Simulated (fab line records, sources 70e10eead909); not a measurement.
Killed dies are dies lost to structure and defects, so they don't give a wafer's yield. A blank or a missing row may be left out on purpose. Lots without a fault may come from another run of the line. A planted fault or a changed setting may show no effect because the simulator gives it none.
Chamber matching | flow nand_harc | NHARC_A_CONTACT_ALD_18 on ald_metal-01: 4 sister chambers
The step deposits TiN, target thk 3 nm, pulse time 1 s, ald cycles 150. 4 wafers are shown with their chamber, then 8 later ones without.

WAFERS WITH THEIR CHAMBER
wafer  | chamber | heater_power_w (W)
L211.4 | 3       | 1117
L213.3 | 2       | 1220
L213.5 | 1       | 1077
L214.1 | 0       | 1138

WAFERS WITHOUT THEIR CHAMBER
wafer  | heater_power_w (W)
L214.3 | 1234
L214.5 | 1286
L225.1 | 1103
L225.5 | 1151
L225.6 | 1138
L227.1 | 1097
L227.3 | 1143
L227.4 | 1266

WHICH CHAMBER EACH WENT THROUGH
wafer  | from the rows above               | in truth
L214.3 | 2                                 | 2
L214.5 | 2                                 | 2
L225.1 | can't be placed: 3 or 1 or 0      | 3
L225.5 | can't be placed: 0 or 3 or 2 or 1 | 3
L225.6 | can't be placed: 0 or 3 or 1      | 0
L227.1 | can't be placed: 1 or 3 or 0      | 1
L227.3 | can't be placed: 0 or 3 or 1      | 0
L227.4 | 2                                 | 2
Placed correctly: 3 of 8. Can't be placed from these rows: 5 (the true chamber is among the candidates in 5). Placed wrongly: 0.
How it was worked out, from the rows above alone: a wafer's distance from a chamber is the root of the sum, over the readings, of the square of ((its reading less the chamber's mean) divided by the reading's scatter). The wafer belongs to the nearest chamber; if the next one is less than 2 further off, it can't be placed. A chamber's mean is the mean of its shown wafers. The scatter: with one shown wafer a chamber, the root of the mean of the squares of how far each hidden wafer lies from its nearest shown one.
